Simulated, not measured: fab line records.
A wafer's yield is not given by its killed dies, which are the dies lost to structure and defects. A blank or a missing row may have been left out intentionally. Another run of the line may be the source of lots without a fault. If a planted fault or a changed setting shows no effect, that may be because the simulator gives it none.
The tool behind it: which one? :: flow n5 finfet :: Sampling: 24 lots, 72 wafers, 3 of 1938 route steps

## WHAT EACH GAUGE READ, for each wafer
N5_BEOL_M7_CD_MEAS_35 targets a cd of 40 nm.
lot: L074
measured: day 10 19:02
on: cd sem-03
cd nm (nm): 40.0 38.9 39.3

lot: L075
measured: day 11 13:11
on: cd sem-03
cd nm (nm): 40.6 40.0 41.1

lot: L077
measured: day 11 20:47
on: cd sem-03
cd nm (nm): 40.3 40.4 41.5

lot: L076
measured: day 12 04:47
on: cd sem-01
cd nm (nm): 39.7 40.4 39.5

lot: L078
measured: day 12 04:49
on: cd sem-03
cd nm (nm): 39.7 39.5 39.7

lot: L079
measured: day 12 09:13
on: cd sem-01
cd nm (nm): 39.4 40.0 40.8

lot: L081
measured: day 12 15:19
on: cd sem-02
cd nm (nm): 39.9 40.8 40.3

lot: L082
measured: day 12 18:18
on: cd sem-01
cd nm (nm): 39.8 40.0 40.4

lot: L080
measured: day 12 20:47
on: cd sem-03
cd nm (nm): 40.3 40.7 39.7

lot: L083
measured: day 13 01:43
on: cd sem-03
cd nm (nm): 40.6 39.9 40.0

lot: L084
measured: day 13 04:04
on: cd sem-02
cd nm (nm): 39.7 40.6 39.7

lot: L085
measured: day 14 00:40
on: cd sem-02
cd nm (nm): 40.6 39.7 40.7

lot: L086
measured: day 14 01:27
on: cd sem-03
cd nm (nm): 40.7 39.9 40.6

lot: L087
measured: day 14 02:16
on: cd sem-01
cd nm (nm): 39.8 39.9 40.1

lot: L088
measured: day 14 04:39
on: cd sem-01
cd nm (nm): 41.0 40.2 40.3

lot: L089
measured: day 15 04:25
on: cd sem-03
cd nm (nm): 39.3 39.4 40.1

lot: L090
measured: day 15 16:02
on: cd sem-01
cd nm (nm): 38.4 38.7 39.7

lot: L092
measured: day 15 16:58
on: cd sem-01
cd nm (nm): 40.0 40.0 39.5

lot: L093
measured: day 15 17:37
on: cd sem-01
cd nm (nm): 40.4 40.5 40.1

lot: L091
measured: day 16 00:55
on: cd sem-03
cd nm (nm): 40.1 39.9 40.1

lot: L096
measured: day 16 22:22
on: cd sem-02
cd nm (nm): 40.8 40.9 40.6

lot: L095
measured: day 17 05:22
on: cd sem-03
cd nm (nm): 40.0 40.8 40.7

lot: L097
measured: day 17 11:56
on: cd sem-02
cd nm (nm): 40.4 40.0 39.5

lot: L094
measured: day 17 12:10
on: cd sem-03
cd nm (nm): 40.4 40.7 40.3

## EACH LOT AND THE TOOL THAT RAN IT (in order: tool; ch and the chambers of the sampled wafers; start)
lot: L074
N5_BEOL_M7_ETCH_65: rie diel-03 ch 2,3, day 10 18:30
N5_BEOL_M7_ETCH_66: rie diel-03 ch 2,3, day 10 18:32

lot: L075
N5_BEOL_M7_ETCH_65: rie diel-02 ch 0,2, day 11 12:38
N5_BEOL_M7_ETCH_66: rie diel-02 ch 0,2, day 11 12:40

lot: L077
N5_BEOL_M7_ETCH_65: rie diel-05 ch 0,2,3, day 11 20:15
N5_BEOL_M7_ETCH_66: rie diel-05 ch 0,2,3, day 11 20:17

lot: L076
N5_BEOL_M7_ETCH_65: rie diel-03 ch 0,1,3, day 12 04:16
N5_BEOL_M7_ETCH_66: rie diel-03 ch 0,1,3, day 12 04:17

lot: L078
N5_BEOL_M7_ETCH_65: rie diel-02 ch 1,2, day 12 04:17
N5_BEOL_M7_ETCH_66: rie diel-02 ch 1,2, day 12 04:19

lot: L079
N5_BEOL_M7_ETCH_65: rie diel-05 ch 1,2,3, day 12 08:40
N5_BEOL_M7_ETCH_66: rie diel-05 ch 1,2,3, day 12 08:42

lot: L081
N5_BEOL_M7_ETCH_65: rie diel-05 ch 1,2,3, day 12 14:47
N5_BEOL_M7_ETCH_66: rie diel-05 ch 1,2,3, day 12 14:49

lot: L082
N5_BEOL_M7_ETCH_65: rie diel-05 ch 0,1, day 12 17:46
N5_BEOL_M7_ETCH_66: rie diel-05 ch 0,1, day 12 17:48

lot: L080
N5_BEOL_M7_ETCH_65: rie diel-03 ch 0,3, day 12 20:15
N5_BEOL_M7_ETCH_66: rie diel-03 ch 0,3, day 12 20:16

lot: L083
N5_BEOL_M7_ETCH_65: rie diel-02 ch 0,1,2, day 13 01:11
N5_BEOL_M7_ETCH_66: rie diel-02 ch 0,1,2, day 13 01:13

lot: L084
N5_BEOL_M7_ETCH_65: rie diel-05 ch 0,1,3, day 13 03:31
N5_BEOL_M7_ETCH_66: rie diel-05 ch 0,1,3, day 13 03:33

lot: L085
N5_BEOL_M7_ETCH_65: rie diel-05 ch 0,1,3, day 14 00:08
N5_BEOL_M7_ETCH_66: rie diel-05 ch 0,1,3, day 14 00:10

lot: L086
N5_BEOL_M7_ETCH_65: rie diel-03 ch 0,3, day 14 00:55
N5_BEOL_M7_ETCH_66: rie diel-03 ch 0,3, day 14 00:56

lot: L087
N5_BEOL_M7_ETCH_65: rie diel-03 ch 2,3, day 14 01:44
N5_BEOL_M7_ETCH_66: rie diel-03 ch 2,3, day 14 01:46

lot: L088
N5_BEOL_M7_ETCH_65: rie diel-02 ch 0,2, day 14 04:07
N5_BEOL_M7_ETCH_66: rie diel-02 ch 0,2, day 14 04:09

lot: L089
N5_BEOL_M7_ETCH_65: rie diel-05 ch 1,3, day 15 03:53
N5_BEOL_M7_ETCH_66: rie diel-05 ch 1,3, day 15 03:55

lot: L090
N5_BEOL_M7_ETCH_65: rie diel-05 ch 1,2,3, day 15 15:30
N5_BEOL_M7_ETCH_66: rie diel-05 ch 1,2,3, day 15 15:32

lot: L092
N5_BEOL_M7_ETCH_65: rie diel-05 ch 1,2,3, day 15 16:26
N5_BEOL_M7_ETCH_66: rie diel-05 ch 1,2,3, day 15 16:28

lot: L093
N5_BEOL_M7_ETCH_65: rie diel-02 ch 3, day 15 16:55
N5_BEOL_M7_ETCH_66: rie diel-02 ch 3, day 15 16:58

lot: L091
N5_BEOL_M7_ETCH_65: rie diel-05 ch 0,1,2, day 16 00:17
N5_BEOL_M7_ETCH_66: rie diel-05 ch 0,1,2, day 16 00:19

lot: L096
N5_BEOL_M7_ETCH_65: rie diel-02 ch 0,1,2, day 16 21:49
N5_BEOL_M7_ETCH_66: rie diel-02 ch 0,1,2, day 16 21:51

lot: L095
N5_BEOL_M7_ETCH_65: rie diel-02 ch 1,2,3, day 17 04:50
N5_BEOL_M7_ETCH_66: rie diel-02 ch 1,2,3, day 17 04:52

lot: L097
N5_BEOL_M7_ETCH_65: rie diel-02 ch 1,2,3, day 17 11:23
N5_BEOL_M7_ETCH_66: rie diel-02 ch 1,2,3, day 17 11:25

lot: L094
N5_BEOL_M7_ETCH_65: rie diel-03 ch 0,3, day 17 11:38
N5_BEOL_M7_ETCH_66: rie diel-03 ch 0,3, day 17 11:39
- N5_BEOL_M7_ETCH_65: etches SiARC in CF4, target depth 15.6 nm, time 26 s.
- N5_BEOL_M7_ETCH_66: etches SOC in N2/H2, target depth 80 nm, overetch 16 nm, time 120 s.

## WHAT THE TOOLS THEMSELVES READ (means of the sampled wafers that have a number; where no wafer has one, the mark that the record gives instead)
N5_BEOL_M7_ETCH_65.
lot: L074
tool: rie diel-03
drypump motor current A (A): 5.6
etch rf on time s (s): 26.4
oes product au (a.u.): 0.59
rf fwd power W (W): 534.8
rf vpp V (V): 185.3
showerhead plenum p Torr (Torr): 2.15
throttle valve pct (%): 15.79

lot: L075
tool: rie diel-02
drypump motor current A (A): 5.2
etch rf on time s (s): 25.5
oes product au (a.u.): 0.79
rf fwd power W (W): 534.1
rf vpp V (V): 184.3
showerhead plenum p Torr (Torr): 2.15
throttle valve pct (%): 15.53

lot: L077
tool: rie diel-05
drypump motor current A (A): 6.1
etch rf on time s (s): 26.2
oes product au (a.u.): 0.67
rf fwd power W (W): 533.4
rf vpp V (V): 183.7
showerhead plenum p Torr (Torr): 2.12
throttle valve pct (%): 15.67

lot: L076
tool: rie diel-03
drypump motor current A (A): 5.7
etch rf on time s (s): 26.0
oes product au (a.u.): 0.62
rf fwd power W (W): 537.6
rf vpp V (V): 184.4
showerhead plenum p Torr (Torr): 2.19
throttle valve pct (%): 15.81

lot: L078
tool: rie diel-02
drypump motor current A (A): 5.9
etch rf on time s (s): 25.5
oes product au (a.u.): 0.70
rf fwd power W (W): 529.0
rf vpp V (V): 182.3
showerhead plenum p Torr (Torr): 2.07
throttle valve pct (%): 15.69

lot: L079
tool: rie diel-05
drypump motor current A (A): 6.0
etch rf on time s (s): 25.7
oes product au (a.u.): 0.72
rf fwd power W (W): 533.7
rf vpp V (V): 184.6
showerhead plenum p Torr (Torr): 2.13
throttle valve pct (%): 15.59

lot: L081
tool: rie diel-05
drypump motor current A (A): 6.0
etch rf on time s (s): 25.8
oes product au (a.u.): 0.72
rf fwd power W (W): 531.5
rf vpp V (V): 183.5
showerhead plenum p Torr (Torr): 2.13
throttle valve pct (%): 15.60

lot: L082
tool: rie diel-05
drypump motor current A (A): 5.5
etch rf on time s (s): 26.3
oes product au (a.u.): 0.68
rf fwd power W (W): 532.3
rf vpp V (V): 184.9
showerhead plenum p Torr (Torr): 2.15
throttle valve pct (%): 15.39

lot: L080
tool: rie diel-03
drypump motor current A (A): 5.7
etch rf on time s (s): 26.0
oes product au (a.u.): 0.62
rf fwd power W (W): 534.6
rf vpp V (V): 185.0
showerhead plenum p Torr (Torr): 2.22
throttle valve pct (%): 15.77

lot: L083
tool: rie diel-02
drypump motor current A (A): 5.5
etch rf on time s (s): 25.3
oes product au (a.u.): 0.71
rf fwd power W (W): 531.9
rf vpp V (V): 183.0
showerhead plenum p Torr (Torr): 2.10
throttle valve pct (%): 15.66

lot: L084
tool: rie diel-05
drypump motor current A (A): 5.8
etch rf on time s (s): 26.3
oes product au (a.u.): 0.65
rf fwd power W (W): 530.9
rf vpp V (V): 183.7
showerhead plenum p Torr (Torr): 2.14
throttle valve pct (%): 15.61

lot: L085
tool: rie diel-05
drypump motor current A (A): 5.8
etch rf on time s (s): 26.3
oes product au (a.u.): 0.64
rf fwd power W (W): 532.7
rf vpp V (V): 183.8
showerhead plenum p Torr (Torr): 2.14
throttle valve pct (%): 15.61

lot: L086
tool: rie diel-03
drypump motor current A (A): 5.6
etch rf on time s (s): 26.4
oes product au (a.u.): 0.61
rf fwd power W (W): 536.7
rf vpp V (V): 185.3
showerhead plenum p Torr (Torr): 2.21
throttle valve pct (%): 15.79

lot: L087
tool: rie diel-03
drypump motor current A (A): 5.6
etch rf on time s (s): 26.3
oes product au (a.u.): 0.58
rf fwd power W (W): 536.0
rf vpp V (V): 184.6
showerhead plenum p Torr (Torr): 2.14
throttle valve pct (%): 15.83

lot: L088
tool: rie diel-02
drypump motor current A (A): 5.2
etch rf on time s (s): 25.6
oes product au (a.u.): 0.76
rf fwd power W (W): 534.1
rf vpp V (V): 183.9
showerhead plenum p Torr (Torr): 2.15
throttle valve pct (%): 15.55

lot: L089
tool: rie diel-05
drypump motor current A (A): 5.6
etch rf on time s (s): 26.2
oes product au (a.u.): 0.67
rf fwd power W (W): 531.7
rf vpp V (V): 183.7
showerhead plenum p Torr (Torr): 2.15
throttle valve pct (%): 15.58

lot: L090
tool: rie diel-05
drypump motor current A (A): 6.0
etch rf on time s (s): 25.7
oes product au (a.u.): 0.69
rf fwd power W (W): 531.2
rf vpp V (V): 184.3
showerhead plenum p Torr (Torr): 2.12
throttle valve pct (%): 15.67

lot: L092
tool: rie diel-05
drypump motor current A (A): 5.9
etch rf on time s (s): 25.8
oes product au (a.u.): 0.68
rf fwd power W (W): 532.9
rf vpp V (V): 183.3
showerhead plenum p Torr (Torr): 2.12
throttle valve pct (%): 15.67

lot: L093
tool: rie diel-02
drypump motor current A (A): 5.9
etch rf on time s (s): 25.4
oes product au (a.u.): 0.60
rf fwd power W (W): 533.1
rf vpp V (V): 182.6
showerhead plenum p Torr (Torr): 2.04
throttle valve pct (%): 15.69

lot: L091
tool: rie diel-05
drypump motor current A (A): 5.8
etch rf on time s (s): 26.2
oes product au (a.u.): 0.75
rf fwd power W (W): 532.2
rf vpp V (V): 183.8
showerhead plenum p Torr (Torr): 2.12
throttle valve pct (%): 15.37

lot: L096
tool: rie diel-02
drypump motor current A (A): 5.5
etch rf on time s (s): 25.9
oes product au (a.u.): 0.69
rf fwd power W (W): 531.7
rf vpp V (V): 183.8
showerhead plenum p Torr (Torr): 2.09
throttle valve pct (%): 15.71

lot: L095
tool: rie diel-02
drypump motor current A (A): 5.8
etch rf on time s (s): 25.8
oes product au (a.u.): 0.62
rf fwd power W (W): 531.8
rf vpp V (V): 182.4
showerhead plenum p Torr (Torr): 2.04
throttle valve pct (%): 15.76

lot: L097
tool: rie diel-02
drypump motor current A (A): 5.8
etch rf on time s (s): 26.3
oes product au (a.u.): 0.62
rf fwd power W (W): 532.5
rf vpp V (V): 182.1
showerhead plenum p Torr (Torr): 2.04
throttle valve pct (%): 15.78

lot: L094
tool: rie diel-03
drypump motor current A (A): 5.6
etch rf on time s (s): 26.2
oes product au (a.u.): 0.60
rf fwd power W (W): 535.6
rf vpp V (V): 184.3
showerhead plenum p Torr (Torr): 2.21
throttle valve pct (%): 15.82

N5_BEOL_M7_ETCH_66.
lot: L074
tool: rie diel-03
drypump motor current A (A): 5.6
oes product au (a.u.): 0.54
rf fwd power W (W): 837.7
rf vpp V (V): 523.7
showerhead plenum p Torr (Torr): 2.57
throttle valve pct (%): 17.96

lot: L075
tool: rie diel-02
drypump motor current A (A): 5.2
oes product au (a.u.): 0.70
rf fwd power W (W): 839.3
rf vpp V (V): 524.3
showerhead plenum p Torr (Torr): 2.56
throttle valve pct (%): 17.75

lot: L077
tool: rie diel-05
drypump motor current A (A): 6.1
oes product au (a.u.): 0.60
rf fwd power W (W): 836.6
rf vpp V (V): 523.4
showerhead plenum p Torr (Torr): 2.51
throttle valve pct (%): 17.85

lot: L076
tool: rie diel-03
drypump motor current A (A): 5.7
oes product au (a.u.): 0.56
rf fwd power W (W): 835.8
rf vpp V (V): 525.6
showerhead plenum p Torr (Torr): 2.61
throttle valve pct (%): 18.09

lot: L078
tool: rie diel-02
drypump motor current A (A): 5.9
oes product au (a.u.): 0.61
rf fwd power W (W): 833.6
rf vpp V (V): 521.4
showerhead plenum p Torr (Torr): 2.46
throttle valve pct (%): 17.94

lot: L079
tool: rie diel-05
drypump motor current A (A): 6.0
oes product au (a.u.): 0.64
rf fwd power W (W): 836.7
rf vpp V (V): 524.1
showerhead plenum p Torr (Torr): 2.54
throttle valve pct (%): 17.81

lot: L081
tool: rie diel-05
drypump motor current A (A): 6.0
oes product au (a.u.): 0.64
rf fwd power W (W): 832.9
rf vpp V (V): 523.2
showerhead plenum p Torr (Torr): 2.54
throttle valve pct (%): 17.82

lot: L082
tool: rie diel-05
drypump motor current A (A): 5.5
oes product au (a.u.): 0.62
rf fwd power W (W): 834.5
rf vpp V (V): 523.6
showerhead plenum p Torr (Torr): 2.55
throttle valve pct (%): 17.66

lot: L080
tool: rie diel-03
drypump motor current A (A): 5.7
oes product au (a.u.): 0.55
rf fwd power W (W): 835.7
rf vpp V (V): 525.5
showerhead plenum p Torr (Torr): 2.64
throttle valve pct (%): 17.99

lot: L083
tool: rie diel-02
drypump motor current A (A): 5.5
oes product au (a.u.): 0.63
rf fwd power W (W): 835.8
rf vpp V (V): 523.1
showerhead plenum p Torr (Torr): 2.49
throttle valve pct (%): 17.91

lot: L084
tool: rie diel-05
drypump motor current A (A): 5.8
oes product au (a.u.): 0.59
rf fwd power W (W): 837.7
rf vpp V (V): 524.1
showerhead plenum p Torr (Torr): 2.53
throttle valve pct (%): 17.84

lot: L085
tool: rie diel-05
drypump motor current A (A): 5.8
oes product au (a.u.): 0.58
rf fwd power W (W): 833.1
rf vpp V (V): 523.4
showerhead plenum p Torr (Torr): 2.53
throttle valve pct (%): 17.84

lot: L086
tool: rie diel-03
drypump motor current A (A): 5.6
oes product au (a.u.): 0.55
rf fwd power W (W): 833.9
rf vpp V (V): 526.5
showerhead plenum p Torr (Torr): 2.64
throttle valve pct (%): 18.02

lot: L087
tool: rie diel-03
drypump motor current A (A): 5.5
oes product au (a.u.): 0.52
rf fwd power W (W): 836.3
rf vpp V (V): 524.6
showerhead plenum p Torr (Torr): 2.56
throttle valve pct (%): 18.00

lot: L088
tool: rie diel-02
drypump motor current A (A): 5.2
oes product au (a.u.): 0.67
rf fwd power W (W): 837.6
rf vpp V (V): 523.8
showerhead plenum p Torr (Torr): 2.55
throttle valve pct (%): 17.79

lot: L089
tool: rie diel-05
drypump motor current A (A): 5.7
oes product au (a.u.): 0.61
rf fwd power W (W): 834.9
rf vpp V (V): 524.5
showerhead plenum p Torr (Torr): 2.55
throttle valve pct (%): 17.83

lot: L090
tool: rie diel-05
drypump motor current A (A): 6.0
oes product au (a.u.): 0.61
rf fwd power W (W): 838.2
rf vpp V (V): 523.7
showerhead plenum p Torr (Torr): 2.52
throttle valve pct (%): 17.87

lot: L092
tool: rie diel-05
drypump motor current A (A): 5.9
oes product au (a.u.): 0.61
rf fwd power W (W): 837.2
rf vpp V (V): 523.6
showerhead plenum p Torr (Torr): 2.52
throttle valve pct (%): 17.87

lot: L093
tool: rie diel-02
drypump motor current A (A): 5.9
oes product au (a.u.): 0.53
rf fwd power W (W): 832.9
rf vpp V (V): 519.8
showerhead plenum p Torr (Torr): 2.41
throttle valve pct (%): 17.96

lot: L091
tool: rie diel-05
drypump motor current A (A): 5.8
oes product au (a.u.): 0.67
rf fwd power W (W): 835.5
rf vpp V (V): 523.0
showerhead plenum p Torr (Torr): 2.51
throttle valve pct (%): 17.62

lot: L096
tool: rie diel-02
drypump motor current A (A): 5.5
oes product au (a.u.): 0.60
rf fwd power W (W): 837.7
rf vpp V (V): 522.1
showerhead plenum p Torr (Torr): 2.48
throttle valve pct (%): 17.96

lot: L095
tool: rie diel-02
drypump motor current A (A): 5.8
oes product au (a.u.): 0.56
rf fwd power W (W): 834.8
rf vpp V (V): 519.8
showerhead plenum p Torr (Torr): 2.42
throttle valve pct (%): 18.02

lot: L097
tool: rie diel-02
drypump motor current A (A): 5.9
oes product au (a.u.): 0.55
rf fwd power W (W): 838.0
rf vpp V (V): 520.8
showerhead plenum p Torr (Torr): 2.42
throttle valve pct (%): 18.02

lot: L094
tool: rie diel-03
drypump motor current A (A): 5.7
oes product au (a.u.): 0.54
rf fwd power W (W): 838.1
rf vpp V (V): 525.7
showerhead plenum p Torr (Torr): 2.63
throttle valve pct (%): 18.05

## THE ANSWER, worked out from the rows above alone
Rule: usual is defined by the lots themselves. Put in order of their means at a reading, lots are off if they are a third of the lots or fewer, leave a main group of 4 or more, and stand apart from it by a gap of 3 or more times the standard deviation of the main group's means; of several such gaps the widest counts. A main group is skipped when, at the precision printed for the reading in the tables above, its means are all equal. A lot without any number at a reading at which 4 lots or more have one is off too. All remaining lots with rows at the step are treated as sound. The gauges are gone through in route order, then the tools' own readings, and for those a lot's mean is taken as printed above. The first step at which some lot is off is used, and at that step the reading that is off furthest; a lot without a number counts as furthest.
No lot is off at any reading shown: from this, nothing can be told.

## WHAT WAS PUT IN BY THE SIMULATOR
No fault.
